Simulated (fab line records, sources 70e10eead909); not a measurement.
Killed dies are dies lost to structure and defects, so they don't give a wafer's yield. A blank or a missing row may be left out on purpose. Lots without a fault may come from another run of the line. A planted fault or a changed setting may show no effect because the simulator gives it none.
Which tool did it? | flow nand_harc | 6 lots, 17 wafers sampled, at 5 steps of a route of 1159

WHAT THE GAUGES READ, wafer by wafer
NHARC_END_SORT_01.
lot  | measured     | on        | killed_at_array
L912 | day 23 21:29 | prober-01 | 87 20

WHICH TOOL RAN EACH LOT (tool, then ch and the chambers of the sampled wafers, then the start)
lot  | NHARC_A_WL_FILL_ALD_19              | NHARC_A_CONTACT_DEP_28        | NHARC_A_CONTACT_ETCH_50            | NHARC_A_CONTACT_ETCH_51
L895 | ald_metal-02 ch 1,3, day 15 22:46   | acl_dep-03 ch 0, day 16 07:02 | rie_diel-08 ch 0,1,3, day 16 10:12 | rie_diel-08 ch 1,2, no start
L900 | ald_metal-03 ch 0,2, day 17 09:40   | acl_dep-03 ch 0, day 17 19:46 | rie_diel-08 ch 0,2,3, day 17 23:09 | rie_diel-08 ch 0,1,3, no start
L906 | ald_metal-01 ch 0,2,3, day 18 16:37 | acl_dep-02 ch 0, day 18 23:28 | rie_diel-06 ch 2,3, day 19 02:57   | rie_diel-06 ch 0,2, no start
L905 | ald_metal-01 ch 0,2,3, day 18 19:36 | acl_dep-02 ch 0, day 19 04:23 | rie_diel-06 ch 1,2, day 19 07:47   | rie_diel-06 ch 1,2,3, no start
L912 | ald_metal-03 ch 1, day 20 07:16     | acl_dep-01 ch 0, day 20 14:22 | rie_diel-06 ch 3, day 20 17:37     | rie_diel-06 ch 1,2, day 23 21:29 or earlier
L916 | ald_metal-03 ch 0,1,2, day 21 11:02 | acl_dep-03 ch 0, day 21 19:10 | rie_diel-08 ch 0,1,3, day 21 23:13 | rie_diel-08 ch 1,3, no start
- NHARC_A_WL_FILL_ALD_19: deposits TiN, target thk 2 nm, pulse time 3 s, ald cycles 100.
- NHARC_A_CONTACT_DEP_28: deposits aC, target thk 3600 nm.
- NHARC_A_CONTACT_ETCH_50: etches the open film in CF4/CHF3, target depth 84.7 nm, time 42.4 s.
- NHARC_A_CONTACT_ETCH_51: etches the open film in O2/COS, target depth 3600 nm, time 936 s.

THE ANSWER, worked out from the rows above alone
Rule: what is usual is taken from the lots themselves. Put in order of their means at a reading, lots are off if they are a third of the lots or fewer, leave a main group of 4 or more, and stand apart from it by a gap of 3 or more times the standard deviation of the main group's means; of several such gaps the widest counts. A main group whose means are all the same, to the digits that the tables above print for the reading, isn't used. A lot without any number at a reading at which 4 lots or more have one is off too. The other lots that the step has rows for count as sound.
No lot is off at any reading shown: from this, nothing can be told.

WHAT THE SIMULATOR HAD PUT IN
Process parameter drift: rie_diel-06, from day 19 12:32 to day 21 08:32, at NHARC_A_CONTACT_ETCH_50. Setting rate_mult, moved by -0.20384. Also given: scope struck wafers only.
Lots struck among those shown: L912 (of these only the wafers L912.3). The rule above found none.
